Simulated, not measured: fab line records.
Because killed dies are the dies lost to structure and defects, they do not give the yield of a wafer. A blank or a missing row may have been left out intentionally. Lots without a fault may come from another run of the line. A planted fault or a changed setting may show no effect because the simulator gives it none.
Which tool is to blame? | flow n5_finfet | 12 lots, 36 wafers sampled, at 1 step of a route of 1938

WHAT THE GAUGES READ, wafer by wafer
N5_BEOL_M9_OCD_MEAS_38.
lot  | measured     | on     | trench_depth_nm (nm)
L074 | day 12 16:17 | ocd-01 | 149 153 153
L077 | day 13 10:57 | ocd-02 | 153 152 163
L081 | day 13 23:23 | ocd-01 | 154 154 151
L082 | day 14 13:31 | ocd-02 | 157 158 154
L083 | day 14 16:52 | ocd-02 | 153 154 151
L086 | day 15 09:54 | ocd-02 | 154 150 153
L088 | day 16 03:01 | ocd-01 | 163 155 163
L087 | day 16 05:12 | ocd-01 | 156 153 156
L090 | day 17 07:49 | ocd-02 | 155 155 157
L094 | day 17 14:50 | ocd-02 | 160 152 150
L097 | day 18 10:59 | ocd-02 | 152 152 162
L095 | day 19 17:42 | ocd-01 | 154 149 150

WHICH TOOL RAN EACH LOT (tool, then ch and the chambers of the sampled wafers, then the start)
Before these readings, the record contains no process step.

THE ANSWER, worked out from the rows above alone
Rule: the lots themselves supply what counts as usual. The widest of any qualifying gaps counts: lots, ordered by their means at a reading, are off when they make up no more than a third of the lots, leave a main group of 4 or more, and stand apart from it by 3 or more times the standard deviation of that group's means. A main group whose means are all the same, to the digits that the tables above print for the reading, isn't used. Also off: a lot with no number at a reading for which 4 or more lots have one. Any other lot the step has rows for is counted as sound.
No lot is off on any of the readings shown, so nothing can be concluded from this.

WHAT THE SIMULATOR HAD PUT IN
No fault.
